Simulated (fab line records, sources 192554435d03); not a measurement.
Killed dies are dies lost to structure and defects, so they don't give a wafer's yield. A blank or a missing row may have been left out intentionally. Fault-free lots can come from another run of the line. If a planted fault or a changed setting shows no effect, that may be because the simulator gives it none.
fab line records	flow n5-finfet
[record] lots = 10	wafers = 30	last-day = 17
route steps=1938 shown BEOL_M4@1093 BEOL_M5@1115 PASSIVATION@1936
lots that met no fault: from a run of the same line without faults
start-h: hours from the record's first day to the start of the lot's first wafer shown	wait-h: hours since the lot's step before	" as in the row above	L1.1+2: a row that stands for several wafers	- no value, or no start given	* or withheld: withheld	< > ~ a bound
route shown NAME@n: NAME is a module with steps in the file, n the number in the route of the first one	usual: average and standard deviation across the fault-free wafers	same: alike in all rows	chamber/n: place in a boat	sites: each site's reading	_std_site: standard deviation of those values	_edge_site: mean of outer sites minus mean of inner sites	radius-mm: how far each site lies from the wafer's centre	mask NAME#n: copy n	behind: the tool/chamber that last shaped the wafer	hold: the reason the lot was held/the length of the hold in hours/how it ended	device: whichever transistor did not switch (one of n, p or np)	end of line: at the end of the route, the tests of the same wafers	where a step has no rows: the recipe by itself	killed: dies lost to structure and defects at the first sort, not the wafer's yield	map: dies across one wafer; x = killed, . = not, _ = none there
set.NAME: the run value of the setting; set.NAME@STEP: its run value at that earlier step	model.NAME: the simulator's own value behind a step, which no gauge read
the route's steps for a sample of lots (tables are steps, rows are wafers)
services: from which hour (start-h, from the record's first day; less than 0 if before it) a tool's chamber was out of use, for how many hours, and why
[[steps]]
[step N5_BEOL_M4_ANNEAL_89]
[recipe] temp-c = 400	time-s = 240	ambient = vacuum
[usual] heater-power-w = 809/81	susceptor-temp-C = 399.98/0.26
lot.wafer	tool	chamber	start-h	wait-h	heater-power-w	susceptor-temp-C
L283.2	pvd-sputter-03	-	184.75	0.0	753	400.01
L283.3	"	-	"	"	658	400.67
L283.4	"	-	"	"	907	400.02
L286.3	pvd-sputter-03	-	205.34	0.0	855	399.80
L286.4	"	-	"	"	646	400.02
L286.5	"	-	"	"	846	400.10
L289.2	pvd-sputter-01	-	228.91	0.0	787	400.24
L289.4	"	-	"	"	758	400.05
L289.6	"	-	"	"	799	400.15
L291.2	pvd-sputter-03	-	233.25	0.0	862	399.82
L291.4	"	-	"	"	763	399.15
L291.5	"	-	"	"	924	399.56
L290.1	pvd-sputter-02	-	246.19	0.0	741	399.99
L290.4	"	-	"	"	788	400.19
L290.6	"	-	"	"	753	400.20
L295.4	pvd-sputter-03	-	260.06	0.0	858	400.03
L295.5	"	-	"	"	862	400.07
L295.6	"	-	"	"	762	399.66
L298.2	pvd-sputter-02	-	276.02	0.0	870	400.37
L298.3	"	-	"	"	789	400.08
L298.4	"	-	"	"	846	399.68
L300.1	pvd-sputter-02	-	286.48	0.0	804	400.27
L300.3	"	-	"	"	763	400.26
L300.6	"	-	"	"	870	399.99
L302.1	pvd-sputter-01	-	289.15	0.0	972	399.76
L302.2	"	-	"	"	763	400.25
L302.5	"	-	"	"	762	400.22
L304.1	pvd-sputter-01	-	293.82	0.0	813	400.17
L304.3	"	-	"	"	756	400.29
L304.5	"	-	"	"	982	400.05
[step N5_BEOL_M4_THK_MEAS_53]
[recipe] thk-meas-gauge = xrf	reads = Cu_of_BEOL_M4_ECD_50
[usual] M4_THK = 40.0/1.7
lot.wafer	tool	chamber	start-h	wait-h	M4_THK[nm]
L283.2	film-metro-02	-	186.34	-	40.4
L283.3	"	-	"	"	40.7
L283.4	"	-	"	"	39.1
L286.3	film-metro-01	-	206.93	-	40.6
L286.4	"	-	"	"	40.6
L286.5	"	-	"	"	41.0
L289.2	film-metro-01	-	230.50	-	39.5
L289.4	"	-	"	"	41.5
L289.6	"	-	"	"	40.1
L291.2	film-metro-01	-	235.21	-	39.3
L291.4	"	-	"	"	38.4
L291.5	"	-	"	"	35.4
L290.1	film-metro-01	-	247.79	-	39.1
L290.4	"	-	"	"	37.8
L290.6	"	-	"	"	39.5
L295.4	film-metro-01	-	261.65	-	38.4
L295.5	"	-	"	"	39.7
L295.6	"	-	"	"	41.8
L298.2	film-metro-01	-	277.60	-	42.1
L298.3	"	-	"	"	40.7
L298.4	"	-	"	"	42.2
L300.1	film-metro-01	-	288.14	-	42.1
L300.3	"	-	"	"	41.0
L300.6	"	-	"	"	38.6
L302.1	film-metro-02	-	291.02	-	37.7
L302.2	"	-	"	"	39.2
L302.5	"	-	"	"	38.4
L304.1	film-metro-02	-	295.41	-	40.7
L304.3	"	-	"	"	41.9
L304.5	"	-	"	"	39.6
[step N5_BEOL_M5_PECVD_70]
[recipe] material = SiO2	target-thk-a = 160	temp-c = 400	precursor = TEOS/O2	pressure-torr = 5.5	rf-w = 450	teos-flow-sccm = 53.8	gas = O2	flow-sccm = 3000	time-s = 18
[usual] heater-power-w = 791/130	showerhead-plenum-p-Torr = 8.84/0.086	susceptor-temp-C = 400.01/0.24	throttle-valve-pct = 22.5/1.3
lot.wafer	tool	chamber	start-h	wait-h	heater-power-w	showerhead-plenum-p-Torr	susceptor-temp-C	throttle-valve-pct
L283.2	pecvd-02	2	188.70	0.0	789	8.84	399.87	20.8
L283.3	"	1	"	"	786	8.63	399.91	24.3
L283.4	"	1	"	"	810	8.65	399.70	24.1
L286.3	pecvd-01	0	208.84	0.0	613	8.93	399.98	22.1
L286.4	"	1	"	"	872	8.92	399.64	22.3
L286.5	"	0	"	"	634	8.92	399.71	22.5
L286.3	pecvd-01	0	209.15	0.3	618	8.92	399.77	22.3
L286.4	"	1	"	"	873	8.91	399.89	22.0
L286.5	"	0	"	"	639	8.93	399.95	22.3
L289.2	pecvd-02	0	232.67	0.0	804	8.88	400.00	22.0
L289.4	"	0	"	"	807	8.86	400.20	22.0
L289.6	"	2	"	"	849	8.81	399.94	19.5
L291.2	pecvd-01	1	237.11	0.0	768	8.91	399.74	22.2
L291.4	"	0	"	"	694	8.92	400.27	22.2
L291.5	"	2	"	"	982	8.79	400.10	24.0
L291.2	pecvd-01	1	237.34	0.2	794	8.93	399.68	22.2
L291.4	"	0	"	"	671	8.92	400.42	22.4
L291.5	"	2	"	"	975	8.81	400.07	24.0
L290.1	pecvd-04	0	249.67	0.0	637	8.83	399.81	21.9
L290.4	"	1	"	"	712	8.76	399.76	22.0
L290.6	"	0	"	"	614	8.80	399.84	21.7
L295.4	pecvd-01	2	263.74	0.1	923	8.81	400.33	24.2
L295.5	"	1	"	"	896	8.94	399.92	21.7
L295.6	"	0	"	"	700	8.91	399.71	22.5
L298.2	pecvd-01	0	279.97	0.0	596	8.94	400.17	22.3
L298.3	"	2	"	"	984	8.79	400.10	24.4
L298.4	"	1	"	"	802	8.91	399.55	22.1
L300.1	pecvd-01	2	290.08	0.0	1015	8.82	400.25	24.5
L300.3	"	0	"	"	587	8.93	400.32	22.3
L300.6	"	0	"	"	578	8.94	400.54	22.3
L302.1	pecvd-04	0	292.97	0.0	649	8.80	399.74	20.7
L302.2	"	2	"	"	693	8.84	399.99	22.0
L302.5	"	1	"	"	659	8.79	399.99	22.2
L304.1	pecvd-01	0	297.31	0.0	697	8.91	399.85	22.1
L304.3	"	2	"	"	1013	8.80	400.47	24.2
L304.5	"	0	"	"	683	8.92	400.26	22.5
[step N5_BEOL_M5_HM_DEP_02]
[recipe] material = TiN	target-thk-a = 200	temp-c = 25	chamber-pressure-pa = 0.49996
[usual] susceptor-temp-C = 24.99/0.1	throttle-valve-pct = 29.5/0.96
lot.wafer	tool	chamber	start-h	wait-h	susceptor-temp-C	throttle-valve-pct
L283.2	pvd-sputter-02	-	189.16	0.4	24.85	29.8
L283.3	"	-	"	"	25.07	29.2
L283.4	"	-	"	"	24.95	28.9
L286.3	pvd-sputter-03	-	210.42	1.2	24.99	28.7
L286.4	"	-	"	"	25.01	29.1
L286.5	"	-	"	"	25.12	29.3
L289.2	pvd-sputter-01	-	234.31	1.6	25.04	31.0
L289.4	"	-	"	"	25.16	28.0
L289.6	"	-	"	"	25.02	31.6
L291.2	pvd-sputter-01	-	237.52	0.2	25.04	29.9
L291.4	"	-	"	"	25.10	30.9
L291.5	"	-	"	"	24.98	30.7
L290.1	pvd-sputter-02	-	250.27	0.6	25.09	29.8
L290.4	"	-	"	"	24.94	29.1
L290.6	"	-	"	"	24.95	29.0
L295.4	pvd-sputter-01	-	265.23	1.5	24.97	31.5
L295.5	"	-	"	"	24.88	28.3
L295.6	"	-	"	"	24.96	29.9
L298.2	pvd-sputter-03	-	282.50	2.5	25.05	29.5
L298.3	"	-	"	"	24.94	29.5
L298.4	"	-	"	"	25.10	29.4
L300.1	pvd-sputter-01	-	290.81	0.7	25.01	31.7
L300.3	"	-	"	"	25.03	29.9
L300.6	"	-	"	"	24.89	30.0
L302.1	pvd-sputter-03	-	296.81	3.8	25.03	29.5
L302.2	"	-	"	"	25.10	29.3
L302.5	"	-	"	"	24.90	29.5
L304.1	pvd-sputter-02	-	297.64	0.3	24.83	29.1
L304.3	"	-	"	"	25.04	29.9
L304.5	"	-	"	"	24.86	29.1
[step N5_BEOL_M5_CMP_52]
[recipe] stop-on = SiCOH_lowk	t-overpolish-s = 6.9	down-force-psi = 1	platen-rpm = 50	clearing-platen-down-force-psi = 1.5	clearing-platen-rpm = 50	post-cmp-clean = cu-alkaline	target-thk-nm = 62	clearing-platen-pad-velocity-m-s = 0.99484	pad-velocity-m-s = 0.99484
[usual] barrier-field-endpoint-s = 24.6/0.63	motor-current-A = 5.9/0.61	overpolish-run-s = 6.900/0.0086	platen-rpm = 50.00/0.036	time-to-endpoint-s = 63/3.4
lot.wafer	tool	chamber	start-h	wait-h	barrier-field-endpoint-s	motor-current-A	overpolish-run-s	platen-rpm	time-to-endpoint-s
L283.2	cmp-04	2	197.32	0.2	24.7	6.1	6.903	50.08	65
L283.4	"	3	"	"	24.9	5.9	6.913	50.02	68
L283.3	"	0	"	"	24.5	6.2	6.894	49.99	64
L286.4	cmp-02	2	219.53	0.2	41.2	5.5	0.042	49.99	63
L286.3	"	3	"	"	41.2	7.7	0.040	49.97	60
L286.5	"	2	"	"	41.2	5.2	0.036	50.03	62
L289.2	cmp-04	1	244.36	0.4	24.3	6.9	6.900	49.93	68
L289.4	"	3	"	"	24.3	6.2	6.889	50.04	65
L289.6	"	1	"	"	25.3	7.0	6.920	50.01	64
L291.2	cmp-02	0	246.68	0.2	41.2	5.9	0.047	50.06	61
L291.4	"	3	"	"	41.2	7.2	0.034	49.95	57
L291.5	"	1	"	"	41.2	5.3	0.042	50.01	67
L290.1	cmp-01	2	258.37	0.3	24.8	5.6	6.883	50.00	66
L290.4	"	3	"	"	24.8	6.1	6.903	49.96	60
L290.6	"	3	"	"	24.1	6.3	6.903	49.98	57
L295.4	cmp-01	2	274.81	0.2	24.8	5.9	6.898	49.98	64
L295.6	"	1	"	"	25.0	5.4	6.898	50.01	64
L295.5	"	2	"	"	24.7	5.6	6.917	50.01	63
L298.3	cmp-02	1	292.55	0.2	24.7	5.7	6.898	49.98	65
L298.2	"	2	"	"	24.9	5.9	6.909	49.99	65
L298.4	"	0	"	"	26.6	6.2	6.902	49.99	68
L300.3	cmp-02	2	306.39	0.2	26.0	5.6	6.882	49.95	70
L300.1	"	3	"	"	23.8	7.3	6.909	50.01	63
L300.6	"	1	"	"	24.7	5.3	6.907	50.06	69
L304.3	cmp-04	0	306.89	0.2	24.3	6.3	6.895	49.97	61
L304.1	"	1	"	"	24.3	6.5	6.896	49.98	63
L304.5	"	0	"	"	24.1	6.2	6.908	50.01	61
L302.2	cmp-01	1	308.03	0.3	24.1	5.3	6.909	50.03	57
L302.1	"	2	"	"	24.4	5.7	6.900	50.01	61
L302.5	"	0	"	"	24.3	5.0	6.893	50.07	57
[step N5_PASSIVATION_PROBE_49]
[usual] defect-limited-yield = 91.3/1.5	killed_at_M0_to_M3 = 34/10	killed_at_M4_up = 13/4.9	killed-at-contacts = 13/6.1	killed-at-front-end = 39/13	killed-at-other = 4.1/2.7	killed-dies = 103/18	killed-open = 68/13	killed-short = 32/7.6	sort_bin_5_function = 5.2/1	sort_bin_6_memory = 3.2/0.75	sort-n-pass = 1077/18	sort-yield-pct = 91.3/1.5
[same] gross-dies = 1180	killed-at-back-side = 0	sort_bin_4_leakage[%] = 0	sort_bin_8_speed[%] = 0
lot.wafer	tool	chamber	start-h	wait-h	defect-limited-yield[%]	killed_at_M0_to_M3	killed_at_M4_up	killed-at-contacts	killed-at-front-end	killed-at-other	killed-dies	killed-open	killed-short	sort_bin_5_function[%]	sort_bin_6_memory[%]	sort-n-pass	sort-yield-pct[%]
L283.2	prober-02	-	278.90	1.0	91.2	30	12	7	53	2	104	69	32	4.6	3.7	1076	91.2
L283.3	prober-02	-	278.95	1.0	91.6	38	7	8	43	3	99	61	35	5.3	2.8	1081	91.6
L283.4	prober-02	-	279.00	1.1	92.7	29	8	15	30	4	86	71	15	3.6	3.4	1094	92.7
L291.5	prober-01	-	335.12	0.2	92.5	41	17	5	22	3	88	58	28	4.1	3.1	1092	92.5
L290.1	prober-01	-	353.49	0.0	93.2	31	10	8	28	3	80	50	28	4.4	2.2	1100	93.2
L290.4	prober-01	-	353.64	0.2	92.0	37	11	4	36	6	94	59	29	4.2	3.6	1086	92.0
L290.6	prober-01	-	353.74	0.3	91.8	36	8	13	36	4	97	64	30	5.5	2.4	1083	91.8
// killed by level:class
L283.2 STI_FIN_REVEAL:geometric-particle:open=22 FIN_SAQP:geometric-particle:open=11 BEOL_M0_SAQP:geometric-particle:short=10 MOL_CONTACT_COAG:geometric-particle:open=7 BEOL_M2:geometric-particle:open=6 FIN_SAQP:geometric-particle:short=5 BEOL_M0_SAQP:geometric-particle:open=5 BEOL_M4:geometric-particle:short=4
L283.3 FIN_SAQP:geometric-particle:short=11 FIN_SAQP:geometric-particle:open=11 BEOL_M3:geometric-particle:open=10 BEOL_M2:geometric-particle:open=10 BEOL_M0_SAQP:geometric-particle:short=7 DUMMY_GATE:geometric-particle:open=6 MOL_CONTACT_COAG:geometric-particle:open=6 STARTING-WAFER:geometric-particle:short=6
L283.4 MOL_CONTACT_COAG:geometric-particle:open=14 BEOL_M3:geometric-particle:open=14 STI_FIN_REVEAL:geometric-particle:open=8 GATE_CUT:geometric-particle:short=5 BEOL_M2:geometric-particle:open=5 FIN_SAQP:geometric-particle:short=4 FIN_SAQP:geometric-particle:open=4 BEOL_M4:geometric-particle:open=4
L291.5 BEOL_M1:geometric-particle:open=10 BEOL_M0_SAQP:geometric-particle:open=8 FIN_SAQP:geometric-particle:short=6 BEOL_M4:geometric-particle:open=6 FIN_SAQP:geometric-particle:open=5 MOL_CONTACT_COAG:geometric-particle:open=5 BEOL_M0_SAQP:geometric-particle:short=5 BEOL_M2:geometric-particle:open=5
L290.1 MOL_CONTACT_COAG:geometric-particle:open=7 BEOL_M2:geometric-particle:open=7 BEOL_M3:geometric-particle:open=7 STI_FIN_REVEAL:geometric-particle:open=6 STI_FIN_REVEAL:geometric-particle:short=5 DUMMY_GATE:geometric-particle:open=5 FIN_SAQP:geometric-particle:short=4 BEOL_M0_SAQP:geometric-particle:short=3
L290.4 BEOL_M0_SAQP:geometric-particle:open=12 STI_FIN_REVEAL:geometric-particle:open=11 BEOL_M0_SAQP:geometric-particle:short=7 GATE_CUT:geometric-particle:short=5 BEOL_M2:geometric-particle:open=5 BEOL_M3:geometric-particle:open=5 BEOL_M1:geometric-particle:open=4 FIN_SAQP:geometric-particle:open=3
L290.6 MOL_CONTACT_COAG:geometric-particle:open=11 FIN_SAQP:geometric-particle:open=10 BEOL_M0_SAQP:geometric-particle:short=10 BEOL_M0_SAQP:geometric-particle:open=9 STI_FIN_REVEAL:geometric-particle:open=8 BEOL_M2:geometric-particle:open=6 DUMMY_GATE:geometric-particle:open=5 BEOL_M3:geometric-particle:open=5
[[services]]
tool	chamber	start-h	hours	kind
pvd-sputter-03	-	160.97	3.8	repair
pecvd-01	-	184.12	2.8	pm
pvd-sputter-01	-	196.31	1.0	repair
pecvd-02	2	202.38	-	clean
pecvd-02	2	202.38	-	consumable-replace:showerhead
pecvd-02	2	202.38	29.0	scheduled-down
pecvd-02	2	202.38	29.0	vent-cycle
cmp-01	-	211.13	4.0	repair
cmp-04	-	216.75	7.7	pm
pecvd-04	0	217.28	2.1	scheduled-down
pecvd-04	2	225.36	2.1	scheduled-down
cmp-04	-	229.91	4.0	pm
cmp-04	-	233.91	-	consumable-replace:conditioner
cmp-04	-	233.91	-	consumable-replace:pad
pecvd-04	0	238.16	8.0	repair
cmp-02	-	248.31	0.8	repair
pecvd-04	0	255.57	-	clean
pecvd-04	0	255.57	29.5	scheduled-down
cmp-01	-	280.86	1.0	repair
pecvd-01	1	282.80	15.4	repair
cmp-04	-	283.62	0.9	repair
cmp-01	-	283.80	4.8	pm
pecvd-01	2	293.00	3.6	repair
pvd-sputter-01	-	302.73	1.0	repair
[[key]]
[first-sign] step = N5_BEOL_M5_PECVD_70	reading = visit	direction = added
[effect] step = N5_BEOL_M5_CMP_52	reading = overpolish-run-s	direction = down	sigmas = 99+	usual = 6.900	struck = 0.040
met-at N5_BEOL_M5_PECVD_70
struck-lots L286,L291
not-acting-at N5_BEOL_M4_ANNEAL_89,N5_BEOL_M4_THK_MEAS_53,N5_BEOL_M5_HM_DEP_02
[fault] kind = repeated-step-whole	tool = pecvd-01,pecvd-02,pecvd-04	chamber = -	onset-h = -	steps = N5_BEOL_M5_PECVD_70	times = 1	scope = struck-lots-only
